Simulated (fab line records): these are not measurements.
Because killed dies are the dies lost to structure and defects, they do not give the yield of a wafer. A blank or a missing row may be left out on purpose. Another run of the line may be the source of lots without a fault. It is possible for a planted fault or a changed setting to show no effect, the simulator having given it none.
Chamber matching | flow n5 finfet | rie diel-05 running N5_HKMG_FIN_ETCH_86: 4 sister chambers
The step etches SOC in N2/H2, stops on TiN, target depth 393.2 nm. 8 wafers are shown with their chamber, then 7 later ones without.

EACH WAFER AND ITS CHAMBER
wafer  | chamber | drypump motor current A (A) | throttle valve pct (%)
L084.3 | 3       | 4.8                         | 17.82
L084.4 | 0       | 5.2                         | 17.44
L084.6 | 2       | 6.3                         | 18.17
L086.1 | 2       | 6.2                         | 18.18
L086.2 | 3       | 4.8                         | 17.82
L086.6 | 1       | 5.4                         | 17.75
L087.1 | 1       | 5.4                         | 17.76
L087.5 | 0       | 5.2                         | 17.45

WAFERS WITHOUT THEIR CHAMBER
wafer  | drypump motor current A (A) | throttle valve pct (%)
L087.6 | 5.4                         | 17.76
L093.1 | 5.4                         | 17.77
L093.2 | 4.8                         | 17.83
L093.6 | 5.2                         | 17.47
L094.3 | 5.4                         | 17.77
L094.4 | 5.2                         | 17.49
L094.6 | 5.4                         | 17.79

WHICH CHAMBER EACH ONE RAN IN
wafer  | from the rows above | in truth
L087.6 | 1                   | 1
L093.1 | 1                   | 1
L093.2 | 3                   | 3
L093.6 | 0                   | 0
L094.3 | 1                   | 1
L094.4 | 0                   | 0
L094.6 | 1                   | 1
Correctly placed: 7 of 7. Can't be placed from these rows: 0. Placed wrongly: 0.
How it was worked out, from the rows above alone: a wafer's distance from a chamber is the root of the sum, over the readings, of the square of ((its reading less the chamber's mean) divided by the reading's scatter). The wafer belongs to the nearest chamber; if the next one is less than 2 further off, it can't be placed. A chamber's mean is the mean of its shown wafers. The scatter: take each reading less its chamber's mean, square it, sum over the shown wafers, divide by the number of wafers less the number of chambers, and take the root.
